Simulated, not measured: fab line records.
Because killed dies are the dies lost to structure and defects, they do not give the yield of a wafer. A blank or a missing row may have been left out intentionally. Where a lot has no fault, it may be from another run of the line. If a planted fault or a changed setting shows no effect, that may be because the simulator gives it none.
Matching of chambers + flow n5-finfet + 3 sister chambers for N5_BEOL_M7_CURE_75 on uv-cure-03
The step cures SiCOH lowk, time 120 s. 24 wafers are shown with their chamber, then 12 later ones without.

## WAFERS, EACH WITH ITS CHAMBER
| wafer  | chamber | wafer_temp_C_max | lamp-power-pct (%) |
|--------|---------|------------------|--------------------|
| L075.1 | 2       | 371.7            | 52.34              |
| L075.2 | 2       | 371.8            | 52.29              |
| L075.4 | 2       | 371.0            | 52.34              |
| L077.1 | 1       | 373.2            | 52.30              |
| L077.2 | 1       | 373.3            | 52.36              |
| L077.6 | 1       | 372.5            | 52.30              |
| L079.4 | 1       | 373.5            | 52.39              |
| L079.5 | 1       | 372.5            | 52.30              |
| L079.6 | 1       | 373.8            | 52.31              |
| L080.1 | 0       | 371.6            | 52.34              |
| L080.3 | 0       | 371.1            | 52.29              |
| L080.4 | 0       | 371.3            | 52.37              |
| L081.2 | 1       | 372.6            | 52.39              |
| L081.4 | 1       | 373.6            | 52.33              |
| L081.6 | 1       | 373.7            | 52.30              |
| L085.1 | 2       | 371.4            | 52.21              |
| L085.2 | 2       | 372.4            | 52.28              |
| L085.4 | 2       | 371.5            | 52.24              |
| L087.3 | 1       | 373.8            | 52.42              |
| L087.5 | 1       | 373.1            | 52.34              |
| L087.6 | 1       | 373.2            | 52.34              |
| L090.1 | 0       | 371.6            | 52.23              |
| L090.2 | 0       | 371.4            | 52.30              |
| L090.5 | 0       | 371.5            | 52.36              |

SIGNATURES (means of the wafers above)
| reading          | chamber 0 | chamber 1 | chamber 2 | scatter within a chamber |
|------------------|-----------|-----------|-----------|--------------------------|
| wafer_temp_C_max | 371.417   | 373.233   | 371.633   | 0.428                    |
| lamp-power-pct   | 52.3150   | 52.3400   | 52.2833   | 0.0471                   |
Rule: for each reading, subtract the chamber's mean from the wafer's reading, divide by that reading's scatter and square the result; add these up over the readings and take the root, which gives the wafer's distance from the chamber. If the next closest chamber is less than 2 further off than the closest, the wafer can't be placed; otherwise it belongs to the closest. How the scatter is found: for the shown wafers, subtract from each reading the mean of its chamber, square and add these, divide the total by (wafers less chambers), then take the root.

## WAFERS WITHOUT THEIR CHAMBER
| wafer  | wafer_temp_C_max | lamp-power-pct (%) |
|--------|------------------|--------------------|
| L091.3 | 371.7            | 52.31              |
| L091.4 | 371.7            | 52.26              |
| L091.6 | 371.7            | 52.31              |
| L092.1 | 372.0            | 52.28              |
| L092.3 | 371.3            | 52.38              |
| L092.6 | 371.5            | 52.26              |
| L094.1 | 372.9            | 52.27              |
| L094.2 | 373.1            | 52.31              |
| L094.3 | 372.6            | 52.35              |
| L097.3 | 372.0            | 52.35              |
| L097.4 | 371.8            | 52.32              |
| L097.6 | 371.4            | 52.33              |

## CHAMBER TAKEN BY EACH
| wafer  | from the rows above          | in truth |
|--------|------------------------------|----------|
| L091.3 | can't be placed: 2 or 0      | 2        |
| L091.4 | can't be placed: 2 or 0      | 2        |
| L091.6 | can't be placed: 2 or 0      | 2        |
| L092.1 | can't be placed: 2 or 0      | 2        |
| L092.3 | can't be placed: 0 or 2      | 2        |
| L092.6 | can't be placed: 2 or 0      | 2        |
| L094.1 | can't be placed: 1 or 2 or 0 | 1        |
| L094.2 | 1                            | 1        |
| L094.3 | can't be placed: 1 or 2 or 0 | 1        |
| L097.3 | can't be placed: 0 or 2 or 1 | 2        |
| L097.4 | can't be placed: 2 or 0      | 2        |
| L097.6 | can't be placed: 0 or 2      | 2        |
Placed correctly: 1 of 12. Not placeable from these rows: 11 (in 11, the candidates include the true chamber). Wrongly placed: 0.
